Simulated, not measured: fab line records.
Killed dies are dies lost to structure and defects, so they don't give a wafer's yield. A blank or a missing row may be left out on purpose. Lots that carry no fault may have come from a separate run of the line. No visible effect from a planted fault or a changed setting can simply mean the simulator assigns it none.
The tool behind it: which one? -- flow n5-finfet -- 33 wafers from 11 lots sampled at 4 of the route's 1938 steps

== WHAT EACH GAUGE READ, for each wafer ==
N5_BEOL_M6_THK_MEAS_01.
lot,measured,on,M6_ILD_THK (nm)
L410,day 8 16:05,film-metro-01,150.5 152.8 154.1
L409,day 8 20:32,film-metro-01,150.3 153.0 152.5
L411,day 9 00:01,film-metro-01,150.0 152.9 154.4
L414,day 9 23:32,film-metro-02,152.6 154.7 154.9
L418,day 11 00:13,film-metro-01,150.1 152.9 153.8
L421,day 11 21:48,film-metro-02,155.8 155.2 157.5
L426,day 13 09:20,film-metro-01,132.0 149.4 153.7
L427,day 13 14:31,film-metro-02,150.4 134.3 150.6
L432,day 14 06:52,film-metro-02,152.7 158.1 157.3
L430,day 14 08:13,film-metro-01,155.9 157.5 157.1
L431,day 14 15:49,film-metro-02,156.7 158.2 160.0

== EACH LOT AND THE TOOL THAT RAN IT (in order: tool; ch and the chambers of the sampled wafers; start) ==
lot,N5_BEOL_M5_SPUTTER_90,N5_BEOL_M5_CO_CAP_78,N5_BEOL_M6_ILD_DEP_00
L410,"pvd-sputter-03, day 8 14:20","cvd-co-02 ch 0,1,2, day 8 15:13","pecvd-01 ch 0,2, day 8 15:28"
L409,"pvd-sputter-03, day 8 18:46","cvd-co-01 ch 0,1,2, day 8 19:43","pecvd-01 ch 0,1, day 8 19:58"
L411,"pvd-sputter-01, day 8 22:20","cvd-co-02 ch 0,1,2, day 8 23:12","pecvd-01 ch 0,1, day 8 23:27"
L414,"pvd-sputter-01, day 9 21:50","cvd-co-02 ch 1,2, day 9 22:42","pecvd-01 ch 0,1, day 9 22:58"
L418,"pvd-sputter-02, day 10 22:32","cvd-co-01 ch 0,2, day 10 23:24","pecvd-02 ch 1,2, day 10 23:39"
L421,"pvd-sputter-03, day 11 19:44","cvd-co-01 ch 0,1,2, day 11 20:55","pecvd-04 ch 0,2, day 11 21:10"
L426,"pvd-sputter-01, day 13 07:38","cvd-co-02 ch 0,2, day 13 08:31","pecvd-01 ch 0,1,2, day 13 08:45"
L427,"pvd-sputter-02, day 13 12:21","cvd-co-01 ch 0,2, day 13 13:24","pecvd-01 ch 1,2, day 13 13:39"
L432,"pvd-sputter-01, day 14 04:41","cvd-co-02 ch 0,2, day 14 05:34","pecvd-04 ch 0,1,2, day 14 05:48"
L430,"pvd-sputter-03, day 14 06:25","cvd-co-02 ch 0,1,2, day 14 07:23","pecvd-02 ch 0,1,2, day 14 07:38"
L431,"pvd-sputter-03, day 14 14:06","cvd-co-02 ch 0,2, day 14 14:58","pecvd-02 ch 0,1,2, day 14 15:15"
- N5_BEOL_M5_SPUTTER_90: material Cu, target thk 4.5 nm, time 8.29 s.
- N5_BEOL_M5_CO_CAP_78: material Co, precursor CCTBA/H2, target thk 2 nm, time 102.1 s.
- N5_BEOL_M6_ILD_DEP_00: deposits SiCOH lowk from DEMS/porogen, target thk 179.75 nm, time 33.4 s.

== THE ANSWER, worked out from the rows above alone ==
Rule: usual is defined by the lots themselves. Put in order of their means at a reading, lots are off if they are a third of the lots or fewer, leave a main group of 4 or more, and stand apart from it by a gap of 3 or more times the standard deviation of the main group's means; of several such gaps the widest counts. Not used: any main group whose means are identical at the precision the tables above print for the reading. Also off: a lot with no number at a reading for which 4 or more lots have one. Where the step has rows for the other lots, those lots are counted as sound.
Off: at N5_BEOL_M6_THK_MEAS_01 (M6_ILD_THK), L426, L427. For the main group the mean is 154.5 nm and the standard deviation 2.2.
If a tool, at a process step before that reading, ran all the lots that are off and no sound lot after the first of them, it fits. The gauges at N5_BEOL_M6_THK_MEAS_01 are tried like those tools. One fits: N5_BEOL_M6_ILD_DEP_00 on pecvd-01. A fault onset in the window from L414 (day 9 22:58, its last sound lot) to L426 (day 13 08:45, its first lot off) fits.

== WHAT THE SIMULATOR HAD PUT IN ==
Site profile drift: pecvd-01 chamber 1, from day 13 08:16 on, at N5_BEOL_M6_ILD_DEP_00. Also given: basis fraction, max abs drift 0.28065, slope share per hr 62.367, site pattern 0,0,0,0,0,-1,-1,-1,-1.
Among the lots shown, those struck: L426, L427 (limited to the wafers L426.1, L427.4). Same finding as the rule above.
